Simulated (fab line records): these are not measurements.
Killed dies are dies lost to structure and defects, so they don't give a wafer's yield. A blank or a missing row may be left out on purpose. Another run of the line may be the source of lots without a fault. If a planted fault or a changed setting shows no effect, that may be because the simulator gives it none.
Matching of chambers -- flow n5_finfet -- N5_GATE_CUT_ETCH_28 on rie_diel-05 has 4 sister chambers
The step etches underlayer in N2/H2, target depth 13 nm, time 10.4 s. 8 wafers are shown with their chamber, then 11 later ones without.

## WAFERS WITH THEIR CHAMBER
wafer,chamber,showerhead_plenum_p_Torr (Torr),oes_product_au (a.u.)
L075.5,1,2.70,0.79
L077.1,1,2.70,0.79
L082.6,3,2.60,0.59
L083.3,0,2.51,0.61
L083.5,0,2.51,0.60
L084.5,3,2.59,0.59
L084.6,2,2.39,0.57
L087.1,2,2.39,0.58

## WAFERS WHOSE CHAMBER IS MISSING
wafer,showerhead_plenum_p_Torr (Torr),oes_product_au (a.u.)
L087.2,2.50,0.60
L087.5,2.69,0.76
L092.3,2.69,0.74
L092.4,2.69,0.74
L092.5,2.39,0.57
L093.1,2.59,0.59
L093.2,2.69,0.75
L093.6,2.59,0.59
L094.1,2.59,0.59
L094.2,2.38,0.56
L094.6,2.59,0.58

## EACH ONE'S CHAMBER
wafer,from the rows above,in truth
L087.2,0,0
L087.5,1,1
L092.3,1,1
L092.4,1,1
L092.5,2,2
L093.1,3,3
L093.2,1,1
L093.6,3,3
L094.1,3,3
L094.2,2,2
L094.6,3,3
Placed correctly: 11 of 11. Can't be placed from these rows: 0. 0 placed wrongly.
How it was worked out, from the rows above alone: a wafer's distance from a chamber is the root of the sum, over the readings, of the square of ((its reading less the chamber's mean) divided by the reading's scatter). If the next closest chamber is less than 2 further off than the closest, the wafer can't be placed; otherwise it belongs to the closest. The mean given for a chamber averages the wafers shown for that chamber. The scatter is the square root of a quotient: the sum, over the shown wafers, of each reading's squared deviation from its chamber's mean, divided by wafers minus chambers.
